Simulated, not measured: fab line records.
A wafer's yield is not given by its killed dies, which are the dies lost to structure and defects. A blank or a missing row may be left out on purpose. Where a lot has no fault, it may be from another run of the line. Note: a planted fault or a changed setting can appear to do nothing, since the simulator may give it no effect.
Lot-split experiment	flow n5_finfet	21 wafers read across 7 lots, on a route 1938 steps long

## THE SPLIT
At N5_BEOL_M6_ETCH_62 (etches SOC in N2/H2, target depth 110 nm, overetch 22 nm, time 165 s), the setting time_s was moved away from the recipe's 165 s on 8 of the 21 wafers read, by -18.9% to +14.3%. The other wafers ran this setting at the recipe's value.

The reading is taken at the split's own step.

## THE READING
SiARC_of_BEOL_M6_COAT_60.thk_nm (the simulator's own value, which no gauge read), in nm, at N5_BEOL_M6_ETCH_62 (etches SOC in N2/H2, target depth 110 nm, overetch 22 nm, time 165 s). There is no usual value for it anywhere in the file. Across the 13 wafers here that went through the recipe, the average is 28.4 nm and the standard deviation 0.25 nm.

wafer	tool, chamber at the split	time_s as run, s	against the recipe	SiARC_of_BEOL_M6_COAT_60.thk_nm, nm	against lot-mates on the recipe
L077.1	rie_diel-02, 3	165	recipe	28	-
L077.4	rie_diel-02, 1,0	165	recipe	28.4	-
L077.6	rie_diel-02, 1,0	165	recipe	28.4	-
L076.1	rie_diel-02, 3,2	178	+7.9%	27.6	-0.8
L076.3	rie_diel-02, 3,2	178	+7.9%	27.6	-0.8
L076.2	rie_diel-02, 1	165	recipe	28.4	-
L080.2	rie_diel-06, 0	165	recipe	28.6	-
L080.3	rie_diel-06, 3	133.8	-18.9%	29.8	+1.2
L080.5	rie_diel-06, 0	133.8	-18.9%	30	+1.4
L083.2	rie_diel-06, 3	165	recipe	28.2	-
L083.4	rie_diel-06, 0	165	recipe	28.4	-
L083.6	rie_diel-06, 1	165	recipe	27.8	-
L084.2	rie_diel-01, 0	188.6	+14.3%	27.6	-0.6
L084.4	rie_diel-01, 1	165	recipe	28.2	-
L084.6	rie_diel-01, 3	188.6	+14.3%	27	-1.2
L093.1	rie_diel-06, 0	165	recipe	28.6	-
L093.2	rie_diel-06, 3	176.8	+7.2%	28	-0.6
L093.4	rie_diel-06, 0	176.8	+7.2%	28.2	-0.4
L094.2	rie_diel-06, 3,2,2	165	recipe	28.6	-
L094.3	rie_diel-06, 3,2,2	165	recipe	28.6	-
L094.4	rie_diel-06, 3,2,2	165	recipe	28.6	-
If several chambers appear in one row, that row covers several wafers at once and the file leaves open which wafer was in which chamber.

THE FIT
A straight line over all 21 wafers: SiARC_of_BEOL_M6_COAT_60.thk_nm changes by -0.0777 nm for each +1% of time_s; r = -0.93; the points scatter about the line by 0.25 nm.
The same after taking each lot's own level away (the mean of its wafers on the recipe; 21 wafers): -0.0698 nm for each +1%; r = -0.95; scatter 0.19 nm.
Per that fit: largest time_s move, reading shift of 1.3 nm.
The span of the lots' own levels, 28.13 to 28.60 nm, comes to 1.9 times the standard deviation stated above.
So the slope is not independent of the lot-to-lot level: the two fits are not the same.
Check: with one of the wafers moved furthest among these (-18.9%) left out of the fit, the line predicts +1.36 nm for it against its lot-mates. It came out at +1.2 nm against them.

## ADDITIONAL SPLITS CARRIED BY THESE WAFERS
Before the reading, these wafers also passed through other splits. Each is held against what the fit with the lots' levels taken away leaves over:
other split on the same wafers	wafers away from the commonest value	r with SiARC_of_BEOL_M6_COAT_60.thk_nm (lot level and that fit taken away)
N5_BEOL_M1_ETCH_64 source_w	4	-0.32
N5_BEOL_M2_ILD_DEP_00 time_s	7	-0.18
N5_BEOL_M3_PECVD_72 temp_c	6	-0.20
N5_BEOL_M3_COAT_05 spin_rpm	7	-0.17
N5_BEOL_M3_VIA_ETCH_34 bias_w	10	+0.13
N5_BEOL_M4_ETCH_70 bias_w	8	-0.21
N5_BEOL_M4_TRENCH_ETCH_37 time_s	5	+0.06

## FILE'S OWN FIT
SiARC_of_BEOL_M6_COAT_60.thk_nm changes by -0.0701 nm for each +1% of time_s, r = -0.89.
